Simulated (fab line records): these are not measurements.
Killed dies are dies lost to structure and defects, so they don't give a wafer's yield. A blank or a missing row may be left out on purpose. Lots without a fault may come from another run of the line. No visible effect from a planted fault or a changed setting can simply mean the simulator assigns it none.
Which tool was responsible?	flow n5_finfet	11 lots with 33 wafers sampled at 5 steps, on a route of 1938 steps

## WHAT THE GAUGES READ, wafer by wafer
Not one reading of a measure or inspect step in the record can be checked against a usual standard deviation.

## WHICH TOOL RAN EACH LOT (tool, then ch and the chambers of the sampled wafers, then the start)
lot	N5_GATE_CUT_CUT_ETCH_53	N5_MIM_TOP_SPUTTER_03	N5_MIM_BOT_LITHO_DESCUM_10	N5_MIM_BOT_ETCH_ETCH_03	N5_PASSIVATION_PROBE_49
L610	rie_metal-03 ch 0, day 4 20:01	pvd_sputter-02, day 14 17:50	rie_diel-04 ch 0,2,3, day 14 19:19	rie_metal-03 ch 0,1, day 14 19:28	-
L611	rie_metal-03 ch 0,1, day 4 22:49	pvd_sputter-01, day 14 23:27	rie_diel-04 ch 0,2, day 15 01:08	rie_metal-01 ch 0,1, day 15 01:17	-
L612	rie_metal-03 ch 0,1, day 5 10:29	pvd_sputter-01, day 15 07:51	rie_diel-05 ch 0,1,3, day 15 12:41	rie_metal-01 ch 0,1, day 15 12:50	-
L614	rie_metal-01 ch 1, day 5 18:40	pvd_sputter-02, day 19 19:35	rie_diel-02 ch 1,3, day 19 21:19	rie_metal-01 ch 0,1, day 19 21:28	-
L616	rie_metal-03 ch 0,1, day 6 07:41	pvd_sputter-03, day 16 04:16	rie_diel-02 ch 0,1,3, day 16 05:44	rie_metal-02 ch 0,1, day 16 05:53	-
L617	rie_metal-01 ch 0,1, day 6 11:01	pvd_sputter-01, day 16 16:09	rie_diel-02 ch 0,1,3, day 16 17:44	rie_metal-01 ch 0,1, day 16 17:55	-
L618	rie_metal-03 ch 0,1, day 7 00:43	pvd_sputter-03, day 16 09:18	rie_diel-04 ch 0,3, day 16 10:40	rie_metal-03 ch 0,1, day 16 10:49	-
L619	rie_metal-03 ch 0,1, day 7 13:58	pvd_sputter-02, day 17 04:33	rie_diel-02 ch 0,2, day 17 05:54	rie_metal-02 ch 0,1, day 17 06:05	-
L630	rie_metal-03 ch 0,1, day 10 05:19	pvd_sputter-01, day 20 14:52	rie_diel-02 ch 1,2,3, day 20 16:28	rie_metal-01 ch 0,1, day 20 16:38	prober-02, day 21 02:19
L629	rie_metal-03 ch 0,1, day 10 11:05	pvd_sputter-02, day 20 10:43	rie_diel-05 ch 1,2,3, day 20 12:32	rie_metal-03 ch 0,1, day 20 12:42	prober-02, day 20 22:26
L631	rie_metal-01 ch 0,1, day 10 11:26	pvd_sputter-01, day 19 19:34	rie_diel-02 ch 0,2, day 19 21:10	rie_metal-03 ch 0,1, day 19 21:19	-
- N5_GATE_CUT_CUT_ETCH_53: etches W in SF6/Cl2, target depth 79.2 nm.
- N5_MIM_TOP_SPUTTER_03: material TiN, target thk 35 nm, time 89.7 s.
- N5_MIM_BOT_LITHO_DESCUM_10: chemistry O2, time 7.9 s.
- N5_MIM_BOT_ETCH_ETCH_03: etches the open film in Cl2/BCl3, target depth 12 nm.
- N5_PASSIVATION_PROBE_49

## AS READ BY THE TOOLS THEMSELVES (means over the sampled wafers that have a number; for cases with no such wafer, the mark the record gives instead)
N5_GATE_CUT_CUT_ETCH_53.
lot	tool	drypump_motor_current_A (A)	etch_rf_on_time_s (s)	oes_product_au (a.u.)	throttle_valve_pct (%)
L610	rie_metal-03	5.7	25.84	0.79	28.88
L611	rie_metal-03	6.0	26.32	0.70	28.95
L612	rie_metal-03	6.3	26.44	0.63	29.01
L614	rie_metal-01	6.5	25.82	0.74	28.89
L616	rie_metal-03	6.0	26.39	0.70	28.95
L617	rie_metal-01	6.3	26.24	0.73	28.75
L618	rie_metal-03	6.0	25.88	0.71	28.94
L619	rie_metal-03	6.2	26.21	0.62	29.01
L630	rie_metal-03	6.0	26.03	0.77	28.90
L629	rie_metal-03	6.2	26.20	0.80	28.91
L631	rie_metal-01	6.4	26.11	0.71	28.84

N5_MIM_TOP_SPUTTER_03.
lot	tool	throttle_valve_pct (%)
L610	pvd_sputter-02	30.5
L611	pvd_sputter-01	29.9
L612	pvd_sputter-01	29.7
L614	pvd_sputter-02	29.4
L616	pvd_sputter-03	30.1
L617	pvd_sputter-01	29.9
L618	pvd_sputter-03	30.9
L619	pvd_sputter-02	30.3
L630	pvd_sputter-01	29.2
L629	pvd_sputter-02	30.0
L631	pvd_sputter-01	30.2

N5_MIM_BOT_LITHO_DESCUM_10.
lot	tool	drypump_motor_current_A (A)	oes_product_au (a.u.)	rf_vpp_V (V)	showerhead_plenum_p_Torr (Torr)	throttle_valve_pct (%)
L610	rie_diel-04	5.8	0.84	242.3	2.08	20.27
L611	rie_diel-04	6.1	0.75	242.4	2.06	20.36
L612	rie_diel-05	6.0	0.73	243.4	2.09	20.40
L614	rie_diel-02	5.7	0.90	244.3	2.06	20.19
L616	rie_diel-02	5.9	0.78	242.9	2.09	20.43
L617	rie_diel-02	5.9	0.79	243.6	2.09	20.44
L618	rie_diel-04	5.8	0.87	243.4	2.07	20.13
L619	rie_diel-02	5.8	0.73	243.1	2.09	20.59
L630	rie_diel-02	5.5	0.92	243.5	2.07	20.29
L629	rie_diel-05	5.8	0.85	242.7	2.06	20.15
L631	rie_diel-02	5.3	0.92	242.1	2.07	20.48

N5_MIM_BOT_ETCH_ETCH_03.
lot	tool	drypump_motor_current_A (A)	oes_product_au (a.u.)	throttle_valve_pct (%)
L610	rie_metal-03	5.9	0.81	27.50
L611	rie_metal-01	6.4	0.77	27.52
L612	rie_metal-01	6.2	0.77	27.47
L614	rie_metal-01	6.2	0.74	27.49
L616	rie_metal-02	5.9	0.84	27.54
L617	rie_metal-01	6.2	0.76	27.49
L618	rie_metal-03	6.2	0.83	27.56
L619	rie_metal-02	6.1	0.83	27.47
L630	rie_metal-01	6.4	0.74	27.54
L629	rie_metal-03	6.3	0.80	27.57
L631	rie_metal-03	6.3	0.81	27.56

N5_PASSIVATION_PROBE_49.
lot	tool	killed_at_M0_to_M3	killed_at_M4_up	killed_at_contacts	killed_at_front_end	killed_at_other	killed_dies	killed_open	killed_short
L630	prober-02	33	15	9	141	3	202	70	30
L629	prober-02	27	17	14	136	6	200	73	33

## THE ANSWER, worked out from the rows above alone
Rule: usual is defined by the lots themselves. Put in order of their means at a reading, lots are off if they are a third of the lots or fewer, leave a main group of 4 or more, and stand apart from it by a gap of 3 or more times the standard deviation of the main group's means; of several such gaps the widest counts. If all means in a main group match to the digits the tables above print for the reading, that group is not used. Also off: a lot with no number at a reading for which 4 or more lots have one. Any other lot the step has rows for is counted as sound. First the gauges in route order, then the tools' own readings, where a lot's mean is used as printed above. At the first step where some lot is off, the reading lying furthest off is the one used; lots without a number count as furthest.
None of the lots is off at any reading shown; this tells nothing.

## WHAT WAS PUT IN BY THE SIMULATOR
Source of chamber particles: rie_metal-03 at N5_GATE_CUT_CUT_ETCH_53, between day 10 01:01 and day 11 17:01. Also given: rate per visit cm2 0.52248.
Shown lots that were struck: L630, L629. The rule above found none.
